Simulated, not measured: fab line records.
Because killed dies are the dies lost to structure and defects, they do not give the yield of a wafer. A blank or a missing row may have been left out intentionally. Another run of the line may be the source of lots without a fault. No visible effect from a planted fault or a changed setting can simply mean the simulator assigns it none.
The tool behind it: which one?	flow nand-harc	24 lots, 72 wafers sampled, at 4 steps of a route of 1302

WHAT THE GAUGES READ, wafer by wafer
NHARC_A_CONTACT_CD_MEAS_08: the cd target is 200 nm. Usual: cd-nm reads 200.2 nm (standard deviation 0.63).
lot	measured	on	cd-nm (nm)	flag
L074	day 22 03:31	cd-sem-01	200.9 199.8 200.6	
L076	day 22 17:54	cd-sem-03	200.2 201.2 200.2	
L075	day 22 19:15	cd-sem-01	200.5 199.7 200.4	
L077	day 23 13:26	cd-sem-01	200.5 200.9 199.8	
L080	day 24 02:35	cd-sem-01	200.2 200.6 199.6	
L079	day 24 05:10	cd-sem-01	198.3 199.8 200.2	
L078	day 24 05:52	cd-sem-02	200.0 199.2 200.4	
L081	day 25 13:27	cd-sem-01	200.9 199.7 199.2	
L082	day 25 14:59	cd-sem-01	200.2 200.5 199.8	
L083	day 26 10:21	cd-sem-02	199.6 199.7 201.0	
L084	day 26 21:47	cd-sem-02	200.5 199.1 200.4	
L085	day 27 10:20	cd-sem-02	199.9 199.8 199.5	
L087	day 27 11:11	cd-sem-03	200.9 201.6 200.5	
L086	day 27 21:30	cd-sem-02	200.6 201.2 200.5	
L089	day 28 05:58	cd-sem-01	199.6 199.7 199.3	
L088	day 28 06:16	cd-sem-01	199.8 200.9 200.7	
L090	day 28 23:32	cd-sem-02	200.1 200.4 200.0	
L091	day 29 16:53	cd-sem-01	199.9 200.5 201.0	
L092	day 29 15:23	cd-sem-02	201.3 200.1 201.3	
L093	day 30 10:59	cd-sem-01	200.3 200.8 200.4	
L094	day 30 11:56	cd-sem-01	200.2 200.1 200.2	
L095	day 31 00:02	cd-sem-01	199.2 199.8 200.3	
L096	day 30 23:27	cd-sem-01	199.4 199.0 199.7	
L097	day 33 01:41	cd-sem-02	200.9 200.8 199.9	

WHAT TOOL EACH LOT RAN ON (gives the tool, then ch and the chambers of the sampled wafers, and finally the start)
lot	NHARC_A_CONTACT_ETCH_77	NHARC_A_CONTACT_ETCH_125	NHARC_A_CONTACT_ETCH_129
L074	rie-diel-03 ch 1,2, day 21 21:12 or earlier	har-cap-etch-02 ch 0,1, day 21 21:12	har-cap-etch-02 ch 0,1, day 21 22:00
L076	rie-diel-03 ch 0,2,3, day 22 12:05 or earlier	har-cap-etch-01 ch 0,1, day 22 12:05	har-cap-etch-01 ch 0,1, day 22 12:47
L075	rie-diel-12 ch 0,2, day 22 13:24 or earlier	har-cap-etch-02 ch 0,1, day 22 13:24	har-cap-etch-02 ch 0,1, day 22 14:07
L077	rie-diel-03 ch 1,3, day 23 05:35 or earlier	har-cap-etch-01 ch 0,1, day 23 05:35	har-cap-etch-01 ch 0,1, day 23 06:17
L080	rie-diel-03 ch 0,2,3, day 23 20:03 or earlier	har-cap-etch-02 ch 0,1, day 23 20:03	har-cap-etch-02 ch 0,1, day 23 20:45
L079	rie-diel-12 ch 0,2,3, day 23 23:08 or earlier	har-cap-etch-01 ch 0,1, day 23 23:08	har-cap-etch-01 ch 0,1, day 23 23:50
L078	rie-diel-03 ch 1,2,3, day 23 23:17 or earlier	har-cap-etch-03 ch 0,1, day 23 23:17	har-cap-etch-03 ch 0,1, day 24 00:00
L081	rie-diel-03 ch 1,2,3, day 25 07:07 or earlier	har-cap-etch-03 ch 0,1, day 25 07:07	har-cap-etch-03 ch 0,1, day 25 07:49
L082	rie-diel-03 ch 0,2,3, day 25 09:11 or earlier	har-cap-etch-02 ch 0,1, day 25 09:11	har-cap-etch-02 ch 0,1, day 25 09:53
L083	rie-diel-03 ch 0,2,3, day 26 04:41 or earlier	har-cap-etch-03 ch 0,1, day 26 04:41	har-cap-etch-03 ch 0,1, day 26 05:23
L084	rie-diel-12 ch 0,1,2, day 26 11:28 or earlier	har-cap-etch-03 ch 0,1, day 26 11:28	har-cap-etch-03 ch 0,1, day 26 12:10
L085	rie-diel-03 ch 0,3, day 26 22:02 or earlier	har-cap-etch-03 ch 1, day 26 22:02	har-cap-etch-03 ch 1, day 26 22:45
L087	rie-diel-08 ch 0,1,2, day 26 22:41 or earlier	har-cap-etch-02 ch 0,1, day 26 22:41	har-cap-etch-02 ch 0,1, day 26 23:24
L086	rie-diel-08 ch 1,2,3, day 27 10:37 or earlier	har-cap-etch-01 ch 0,1, day 27 10:37	har-cap-etch-01 ch 0,1, day 27 11:19
L089	rie-diel-12 ch 0,1,3, day 27 22:07 or earlier	har-cap-etch-01 ch 0, day 27 22:07	har-cap-etch-01 ch 0, day 27 22:50
L088	rie-diel-12 ch 0,3, day 27 22:59 or earlier	har-cap-etch-03 ch 0,1, day 27 22:59	har-cap-etch-03 ch 0,1, day 27 23:41
L090	rie-diel-03 ch 0,1, day 28 15:56 or earlier	har-cap-etch-01 ch 0,1, day 28 15:56	har-cap-etch-01 ch 0,1, day 28 16:38
L091	rie-diel-03 ch 0,2, day 29 09:23 or earlier	har-cap-etch-02 ch 0,1, day 29 09:23	har-cap-etch-02 ch 0,1, day 29 10:05
L092	rie-diel-08 ch 2,3, day 29 09:17 or earlier	har-cap-etch-03 ch 0,1, day 29 09:17	har-cap-etch-03 ch 0,1, day 29 09:59
L093	rie-diel-03 ch 0,1,2, day 30 01:03 or earlier	har-cap-etch-03 ch 0,1, day 30 01:03	har-cap-etch-03 ch 0,1, day 30 01:45
L094	rie-diel-08 ch 1,3, day 30 03:33 or earlier	har-cap-etch-01 ch 0,1, day 30 03:33	har-cap-etch-01 ch 0,1, day 30 04:15
L095	rie-diel-12 ch 0,2, day 30 17:22 or earlier	har-cap-etch-03 ch 0,1, day 30 17:22	har-cap-etch-03 ch 0,1, day 30 18:19
L096	rie-diel-03 ch 0,2, day 30 17:37 or earlier	har-cap-etch-01 ch 0,1, day 30 17:37	har-cap-etch-01 ch 0,1, day 30 18:19
L097	rie-diel-03 ch 1, day 32 15:44 or earlier	har-cap-etch-01 ch 0,1, day 32 15:44	har-cap-etch-01 ch 0,1, day 32 16:26
- NHARC_A_CONTACT_ETCH_77: etches the open film in CF4/CHF3, target depth 108.9 nm, time 54.5 s.
- NHARC_A_CONTACT_ETCH_125: etches the open film in C4F8/O2/Ar, time 197 s, target depth 1918 nm.
- NHARC_A_CONTACT_ETCH_129: etches the open film in C4F8/O2/Ar, time 197 s, target depth 1918 nm.

AS READ BY THE TOOLS THEMSELVES (means over the sampled wafers that have a number; for cases with no such wafer, the mark the record gives instead)
NHARC_A_CONTACT_ETCH_77. Usual: drypump-motor-current-A 5.7 A, standard deviation 0.34; oes-product-au 0.937 a.u., standard deviation 0.021; rf-vpp-V 369.7 V, standard deviation 2.4; showerhead-plenum-p-Torr 1.55 Torr, standard deviation 0.067; throttle-valve-pct 16.803 %, standard deviation 0.0094.
lot	tool	drypump-motor-current-A (A)	oes-product-au (a.u.)	rf-vpp-V (V)	showerhead-plenum-p-Torr (Torr)	throttle-valve-pct (%)	flag
L074	rie-diel-03	5.3	0.926	369.1	1.51	16.791	
L076	rie-diel-03	5.6	0.970	369.7	1.55	16.799	
L075	rie-diel-12	5.8	0.967	370.0	1.55	16.811	
L077	rie-diel-03	5.2	0.929	371.7	1.61	16.807	
L080	rie-diel-03	5.6	0.932	370.4	1.55	16.796	
L079	rie-diel-12	5.9	0.928	372.2	1.58	16.808	
L078	rie-diel-03	5.4	0.923	370.4	1.56	16.802	
L081	rie-diel-03	5.4	0.924	369.6	1.56	16.801	
L082	rie-diel-03	5.6	0.959	368.9	1.54	16.814	
L083	rie-diel-03	5.6	0.927	369.7	1.54	16.804	
L084	rie-diel-12	5.8	0.945	369.9	1.54	16.806	
L085	rie-diel-03	5.4	0.928	371.5	1.60	16.799	
L087	rie-diel-08	5.7	0.922	370.9	1.60	16.802	
L086	rie-diel-08	5.9	0.926	370.6	1.57	16.788	
L089	rie-diel-12	5.8	0.970	369.1	1.54	16.805	
L088	rie-diel-12	5.9	0.938	370.5	1.57	16.802	
L090	rie-diel-03	5.3	0.977	367.8	1.50	16.799	
L091	rie-diel-03	5.8	0.945	367.7	1.48	16.800	
L092	rie-diel-08	6.2	0.912	371.0	1.60	16.806	
L093	rie-diel-03	5.6	0.922	367.6	1.49	16.811	
L094	rie-diel-08	6.1	0.915	370.8	1.57	16.814	
L095	rie-diel-12	5.8	0.939	368.7	1.54	16.804	
L096	rie-diel-03	5.8	0.913	368.1	1.48	16.803	
L097	rie-diel-03	5.1	0.941	369.1	1.51	16.797	

THE ANSWER, worked out from the rows above alone
Rule: lot off if the mean of its wafers having a number is beyond 3 standard deviations from the usual mean. Also off: a lot with no number at a reading for which 4 or more lots have one. Any other lot the step has rows for is counted as sound. The gauges are gone through in route order, then the tools' own readings, and for those a lot's mean is taken as printed above. At the first step where some lot is off, the reading lying furthest off is the one used; lots without a number count as furthest.
None of the lots is off at any reading shown; this tells nothing.

WHAT THE SIMULATOR HAD PUT IN
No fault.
